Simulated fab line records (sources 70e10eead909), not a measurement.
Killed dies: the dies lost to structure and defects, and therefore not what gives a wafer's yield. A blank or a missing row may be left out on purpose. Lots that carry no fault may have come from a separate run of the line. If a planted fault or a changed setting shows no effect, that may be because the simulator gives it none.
Chamber matching ; flow nand harc ; 4 sister chambers for NHARC_P_M1_CMP_23 on cmp-01
The step polishes, t overpolish 20 s, target thk 157.82 nm. 27 wafers are shown with their chamber, then 12 later ones without.

WAFERS, EACH WITH ITS CHAMBER
wafer;chamber;motor current A (A);time to endpoint s (s)
L075.1;0;11.2;30.3
L075.2;1;11.3;29.1
L075.5;2;10.8;29.9
L077.4;2;10.2;31.2
L077.5;3;12.6;29.3
L077.6;2;10.4;29.3
L078.3;1;11.8;30.4
L078.4;0;11.4;30.3
L078.6;1;10.5;28.6
L078.1;2;10.7;31.0
L078.2;3;12.3;27.5
L078.5;0;12.1;31.9
L082.1;3;12.5;28.6
L082.2;0;11.5;31.6
L082.4;2;10.9;32.4
L085.2;0;11.5;31.5
L085.3;2;10.2;30.7
L085.5;3;12.3;25.5
L085.1;1;11.0;26.6
L085.4;3;11.9;27.5
L085.6;2;11.3;29.5
L088.2;2;10.7;29.3
L088.3;3;12.6;28.1
L088.6;0;11.2;27.6
L089.2;1;11.4;26.8
L089.3;3;13.0;26.0
L089.4;2;11.1;30.4

SIGNATURES (means of the wafers above)
reading;chamber 0;chamber 1;chamber 2;chamber 3;scatter within a chamber
motor current A;11.483;11.200;10.700;12.457;0.381
time to endpoint s;30.533;28.300;30.411;27.500;1.36
Rule: for each reading, subtract the chamber's mean from the wafer's reading, divide by that reading's scatter and square the result; add these up over the readings and take the root, which gives the wafer's distance from the chamber. The wafer belongs to the nearest chamber; if the next one is less than 2 further off, it can't be placed. The scatter: take each reading less its chamber's mean, square it, sum over the shown wafers, divide by the number of wafers less the number of chambers, and take the root.

WAFERS WHOSE CHAMBER IS MISSING
wafer;motor current A (A);time to endpoint s (s)
L090.3;12.0;28.2
L090.4;10.7;29.7
L090.5;11.4;29.0
L093.1;10.9;32.5
L093.5;11.3;30.8
L093.6;12.8;29.5
L094.2;10.3;29.9
L094.3;12.6;29.3
L094.5;11.7;31.9
L094.1;11.6;31.2
L094.4;11.8;29.9
L094.6;12.1;31.3

THE CHAMBER EACH PASSED THROUGH
wafer;from the rows above;in truth
L090.3;can't be placed: 3 or 1 or 0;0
L090.4;can't be placed: 2 or 1 or 0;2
L090.5;can't be placed: 1 or 0 or 2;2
L093.1;can't be placed: 2 or 0 or 1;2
L093.5;can't be placed: 0 or 2 or 1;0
L093.6;can't be placed: 3 or 0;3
L094.2;can't be placed: 2 or 1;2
L094.3;can't be placed: 3 or 0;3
L094.5;can't be placed: 0 or 2 or 1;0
L094.1;can't be placed: 0 or 1 or 2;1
L094.4;can't be placed: 0 or 1 or 3 or 2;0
L094.6;can't be placed: 0 or 3 or 1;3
Correctly placed: 0 of 12. Unplaceable from these rows: 12, with the true chamber sitting among the candidates in 12. Wrongly placed: 0.
